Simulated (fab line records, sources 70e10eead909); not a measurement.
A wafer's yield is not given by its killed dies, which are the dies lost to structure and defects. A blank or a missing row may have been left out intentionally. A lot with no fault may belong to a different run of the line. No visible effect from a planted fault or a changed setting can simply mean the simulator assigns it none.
fab line records	flow nand_harc
record: lots: 6	wafers: 17	last_day: 24
route steps=1159 shown A_WL_FILL@817 END@1159
lots that met no fault: taken from a fault-free run of the same line
start_h: hours from the record's first day to the start of the lot's first wafer shown	wait_h: how many hours have passed since the lot's step before this one	" as in the row above	L1.1+2: a row that stands for several wafers	- either no value or no given start	* or withheld: withheld	< > ~ a bound
route shown NAME@n: names a module that has steps shown in the file, with the first one's number in the route	usual: mean/standard deviation of fault-free wafers	same: alike in all rows	chamber/n: place in a boat	sites: readings site by site	_std_site: standard deviation of those values	_edge_site: outer sites' mean less inner sites'	radius_mm: for every site, how far away it sits from the centre of the wafer	mask NAME#n: copy n	behind: the last tool/chamber to shape the wafer	hold: what put the lot on hold/how long, in hours/how the hold closed	device: which transistor (n, p or np) failed to switch	end of line: tests of these same wafers at the route's end	a step without rows: its recipe alone	killed: dies lost to structure and defects at the first sort, not the wafer's yield	map: the dies of a wafer, with x for killed, . for not killed, _ for no die there
set.NAME: the setting the step ran with; set.NAME@STEP: the setting that earlier step ran with	model.NAME: the simulator's own value behind a step, which no gauge read
a table for each step, a row for each wafer; lots at some steps of the route
services: the hour from which a tool's chamber was out of use, counted from the record's first day as start_h (under 0 if before that day), plus the number of hours and why
== steps ==
step: NHARC_A_WL_FILL_STRIP_28
recipe: time_s: 1200	temp_c: 72.5	chemistry: post_etch_residue_remover
step: NHARC_A_WL_FILL_PRECLEAN_06
recipe: time_s: 300	chemistry: DIW
step: NHARC_A_WL_FILL_SRD_07
step: NHARC_A_WL_FILL_ANNEAL_08
recipe: temp_c: 450	time_s: 1800
step: NHARC_A_WL_FILL_ALD_10
recipe: target_thk_a: 500	pulse_time_s: 10	ald_cycles: 500	temp_c: 300	material: SiO2
usual: heater_power_w: 460/23	precursor_pulse_height_rel: 1.000/0.018
lot.wafer	tool	chamber	start_h	wait_h	heater_power_w	precursor_pulse_height_rel
L487.1	ald_hk-03	2	373.98	3.3	441	1.003
L487.2	"	3	375.01	4.3	495	0.986
L487.6	"	1	377.06	6.3	443	1.012
L489.3	ald_hk-02	3	396.01	0.6	465	1.014
L489.2	"	1	397.05	1.6	455	0.983
L495.3	ald_hk-03	3	430.12	0.1	498	0.996
L495.4	"	0	"	"	492	0.967
L495.2	"	1	"	"	445	0.990
L502.3	ald_hk-04	3	448.73	3.2	461	1.011
L502.1	"	0	"	"	462	0.990
L502.2	"	1	"	"	450	1.014
L503.1	ald_hk-04	2	481.11	0.1	422	1.004
L503.2	"	0	482.13	1.1	459	1.004
L503.6	"	3	483.67	2.6	456	1.026
L504.3	ald_hk-03	3	484.86	3.8	497	0.984
L504.6	"	1	485.91	4.9	433	0.979
L504.5	"	2	"	"	440	1.000
step: NHARC_A_WL_FILL_ETCHBACK_16
recipe: target_depth_a: 880	time_s: 17.6	c4f8_flow_sccm: withheld	o2_flow_sccm: 8	ar_flow_sccm: withheld	rf_w: 600	bias_w: 800	chemistry: C4F8/O2/Ar
usual: oes_product_au: 0.97/0.033	rf_vpp_V: 726/5.1
same: time_s: 17.6
lot.wafer	tool	chamber	start_h	wait_h	oes_product_au	rf_hours_counter_h	rf_vpp_V
L487.2	rie_diel-09	1	-	-	1.02	3.0	728
L487.1	"	3	"	"	1.00	3.0	722
L487.6	"	1	"	"	1.01	-	729
L489.2	rie_diel-09	3	-	-	0.92	3.6	721
L489.3	"	0	"	"	0.92	3.4	730
L495.2	rie_diel-03	3	-	-	1.00	1.5	717
L495.4	"	0	"	"	0.99	1.6	718
L495.3	"	2	"	"	0.99	1.3	731
L502.1	rie_diel-10	0	-	-	1.00	1.5	727
L502.2	"	1	"	"	0.98	1.4	719
L502.3	"	3	"	"	0.99	1.7	724
L503.1	rie_diel-10	0	-	-	0.93	4.0	730
L503.2	"	2	"	"	0.92	3.6	723
L503.6	"	0	"	"	0.93	-	729
L504.3	rie_diel-09	3	-	-	0.99	1.2	721
L504.6	"	2	"	"	0.99	-	729
L504.5	"	3	"	"	0.99	-	721
step: NHARC_A_WL_FILL_STRIP_29
recipe: time_s: 20	o2_flow_sccm: 500	ar_flow_sccm: 0	bias_w: 0	chemistry: O2
usual: drypump_motor_current_A: 5.8/0.5	oes_product_au: 0.998/0.012	rf_vpp_V: 58.0/0.88	showerhead_plenum_p_Torr: 3.62/0.17	throttle_valve_pct: 17.035/0.0093
same: time_s: 20
lot.wafer	tool	chamber	start_h	wait_h	drypump_motor_current_A	oes_product_au	rf_hours_counter_h	rf_vpp_V	showerhead_plenum_p_Torr	throttle_valve_pct
L487.1	rie_diel-09	0	379.74	0.1	5.7	0.995	2.9	57.9	3.79	17.035
L487.2	"	2	"	"	6.5	0.997	3.2	59.4	3.77	17.018
L487.6	"	0	"	"	5.7	1.000	-	57.6	3.79	17.043
L489.2	rie_diel-09	1	400.25	0.1	5.3	1.020	3.8	59.2	3.73	17.023
L489.3	"	2	"	"	6.5	0.995	3.9	57.8	3.77	17.034
L495.2	rie_diel-03	2	434.86	0.1	6.3	0.991	1.3	57.9	3.80	17.029
L495.3	"	3	"	"	5.8	0.985	1.5	57.5	3.35	17.044
L495.4	"	0	"	"	4.7	0.983	1.6	57.3	3.35	17.042
L502.2	rie_diel-10	1	453.51	0.1	5.9	0.991	1.4	56.8	3.33	17.037
L502.1	"	3	"	"	6.0	1.001	1.7	58.0	3.53	17.051
L502.3	"	0	"	"	6.4	1.008	1.5	57.6	3.70	17.035
L503.1	rie_diel-10	3	485.83	0.1	6.1	1.007	3.7	57.6	3.53	17.029
L503.2	"	1	"	"	5.9	0.998	4.1	57.1	3.33	17.032
L503.6	"	2	"	"	5.3	0.987	-	59.1	3.58	17.042
L504.3	rie_diel-09	2	488.60	0.1	6.5	0.991	1.0	58.4	3.77	17.042
L504.6	"	1	"	"	5.3	0.995	-	58.4	3.73	17.042
L504.5	"	2	"	"	6.5	0.986	-	57.5	3.77	17.022
step: NHARC_A_WL_FILL_ETCHBACK_17
recipe: target_depth_a: 40	time_s: 26.7	chemistry: Cl2/BCl3
usual: drypump_motor_current_A: 5.48/0.29	he_backside_leak_sccm: 3.50/0.17	oes_product_au: 1.003/0.013
same: time_s: 26.7
lot.wafer	tool	chamber	start_h	wait_h	drypump_motor_current_A	he_backside_leak_sccm	oes_product_au	rf_hours_counter_h
L487.1	rie_metal-03	1	379.82	-	5.55	3.63	1.031	2.6
L487.2	"	0	"	"	4.92	3.49	0.996	2.6
L487.6	"	1	"	"	5.57	3.75	1.019	-
L489.2	rie_metal-03	1	400.33	-	5.54	3.65	1.029	3.5
L489.3	"	0	"	"	4.91	3.57	1.015	-
L495.2	rie_metal-02	0	434.95	-	5.49	3.24	0.996	0.6
L495.4	"	0	"	"	5.50	3.34	1.008	-
L495.3	"	1	"	"	5.79	3.25	1.004	-
L502.2	rie_metal-01	1	453.61	-	5.53	3.23	0.985	3.7
L502.1	"	0	"	"	5.64	3.57	0.995	3.7
L502.3	"	1	"	"	5.55	3.71	1.001	-
L503.1	rie_metal-02	1	485.91	-	5.82	3.26	1.002	2.1
L503.2	"	0	"	"	5.50	3.24	1.005	2.1
L503.6	"	0	"	"	5.49	3.38	1.009	-
L504.3	rie_metal-03	0	488.74	-	4.90	3.68	1.025	-
L504.5	"	1	"	"	5.61	3.49	1.017	-
L504.6	"	0	"	"	4.88	3.63	1.023	-
step: NHARC_A_WL_FILL_PRECLEAN_18
recipe: time_s: 30	chemistry: dHF
step: NHARC_A_WL_FILL_SRD_21
step: NHARC_A_WL_FILL_CVD_23
recipe: target_thk_a: 400	temp_c: 620	pressure_mtorr: 200	time_s: 800	material: poly-Si
step: NHARC_A_WL_FILL_ETCHBACK_26
recipe: target_depth_a: 520	time_s: 13.3	hbr_flow_sccm: 150	rf_w: 350	icp_w: 350	bias_w: 60	chemistry: HBr
usual: drypump_motor_current_A: 5.6/0.5	he_backside_leak_sccm: 2.75/0.27	oes_product_au: 1.001/0.01	throttle_valve_pct: 23.266/0.0098
same: time_s: 13.3
lot.wafer	tool	chamber	start_h	wait_h	drypump_motor_current_A	he_backside_leak_sccm	oes_product_au	rf_hours_counter_h	throttle_valve_pct
L487.1	rie_si-01	2	384.90	0.4	6.2	2.41	1.006	0.2	23.282
L487.2	"	3	"	"	5.5	2.93	0.800	0.2	23.275
L487.6	"	2	"	"	6.2	2.40	1.011	-	23.261
L489.2	rie_si-01	3	405.37	0.4	5.5	2.85	0.791	0.3	23.268
L489.3	"	1	"	"	5.1	2.78	0.805	0.3	23.262
L495.2	rie_si-05	0	440.35	0.4	5.5	2.66	0.999	0.1	23.283
L495.4	"	1	"	"	5.7	2.69	1.010	0.1	23.273
L495.3	"	2	"	"	5.2	3.05	0.978	0.1	23.276
L502.1	rie_si-01	1	459.03	0.4	5.1	2.81	1.002	0.7	23.261
L502.2	"	3	"	"	5.4	2.91	0.995	0.8	23.279
L502.3	"	0	"	"	6.6	2.90	1.016	0.7	23.265
L503.2	rie_si-03	1	491.50	0.4	5.7	2.89	0.998	1.1	23.260
L503.1	"	0	"	"	5.7	2.87	1.005	1.2	23.271
L503.6	"	2	"	"	5.7	2.65	0.985	-	23.277
L504.3	rie_si-05	0	493.92	0.4	5.4	2.41	1.008	0.5	23.250
L504.6	"	2	"	"	5.2	2.59	0.989	-	23.270
L504.5	"	3	"	"	5.2	2.68	1.003	-	23.272
step: NHARC_A_WL_FILL_PRECLEAN_30
recipe: time_s: 10	chemistry: dHF
step: NHARC_END_SORT_01
recipe: temp_c: 25
usual: killed_at_array: 28/8.6	killed_at_other: 0.7/1.2	killed_at_periphery: 3.1/2.3	killed_dies: 32/8.7	killed_open: 3.2/1.7	killed_short: 2.0/1.5
same: gross_dies: 677
lot.wafer	tool	chamber	start_h	wait_h	killed_at_array	killed_at_other	killed_at_periphery	killed_dies	killed_open	killed_short
L495.2	prober-02	0	530.84	2.8	41	0	2	43	3	3
L495.3	prober-02	0	531.64	3.1	32	0	6	38	3	3
L495.4	prober-02	0	532.44	3.4	37	1	2	40	7	4
killed by level:class
L495.2 A_SLIT:chamber_film_flake=18 A_CONTACT:chamber_film_flake=11 A_CHANNEL_HOLE_D1:chamber_film_flake=3 A_STAIRCASE:chamber_film_flake=3 P_M1:geometric_particle:short=1 A_ONON_D1:geometric_particle:open=1 A_CHANNEL_HOLE_D1:geometric_particle:open=1 A_CHANNEL_FILL_D1:geometric_particle:short=1
L495.3 A_SLIT:chamber_film_flake=16 A_CONTACT:chamber_film_flake=6 P_BONDPAD:chamber_film_flake=3 A_CHANNEL_HOLE_D1:chamber_film_flake=3 P_M1:geometric_particle:open=1 P_M1:geometric_particle:short=1 A_CHANNEL_FILL_D1:geometric_particle:short=1 A_CONTACT:geometric_particle:short=1
L495.4 A_SLIT:chamber_film_flake=16 A_CHANNEL_HOLE_D1:chamber_film_flake=6 A_CONTACT:chamber_film_flake=5 A_WL_FILL:geometric_particle:open=3 A_WL_FILL:chamber_film_flake=2 P_CONTACT:geometric_particle:open=1 P_M0:geometric_particle:open=1 A_ONON_D1:geometric_particle:short=1
== services ==
tool	chamber	start_h	hours	kind
rie_diel-10	-	353.50	9.0	pm
rie_si-05	1	354.24	3.8	repair
rie_si-03	1	359.56	8.5	repair
rie_diel-09	0	361.12	-	clean
rie_diel-09	1	361.12	-	clean
rie_diel-09	2	361.12	-	clean
rie_diel-09	3	361.12	-	clean
rie_diel-09	0	385.62	-	clean
rie_diel-09	1	385.62	-	clean
rie_diel-09	2	385.62	-	clean
rie_diel-09	3	385.62	-	clean
rie_metal-02	-	388.00	9.0	pm
rie_diel-03	-	392.30	9.0	pm
rie_diel-09	0	410.12	-	clean
rie_diel-09	1	410.12	-	clean
rie_si-01	-	415.31	0.2	repair
rie_si-05	-	416.00	9.0	pm
rie_diel-09	-	431.10	9.0	pm
rie_si-03	-	442.67	0.1	repair
rie_diel-10	2	452.57	2.5	repair
rie_metal-03	-	453.00	9.0	pm
ald_hk-02	-	458.19	10.0	pm
rie_diel-09	-	465.04	0.3	repair
rie_si-03	-	471.58	9.5	repair
== key ==
first_sign: step: NHARC_A_WL_FILL_ETCHBACK_26	reading: oes_product_au	direction: down	sigmas: 20	usual: 1.001	struck: 0.799
effect none on later readings
met_at NHARC_A_WL_FILL_ETCHBACK_26
struck_wafers L487.2,L489.2,L489.3
tester_left_out L487,L489
fault: kind: process_parameter_drift	tool: rie_si-01	chamber: -	onset_h: 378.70	steps: NHARC_A_WL_FILL_ETCHBACK_26	channel: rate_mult	offset: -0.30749	shape: step	end_h: 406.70	scope: struck_wafers_only
tester_left_out: of these lots the tester's yield and bins aren't shown, on N5 and GAA mostly nor the transistor test; their killed dies are dies lost to structure and defects alone, not to doping, threshold or leakage, so they don't give the yield
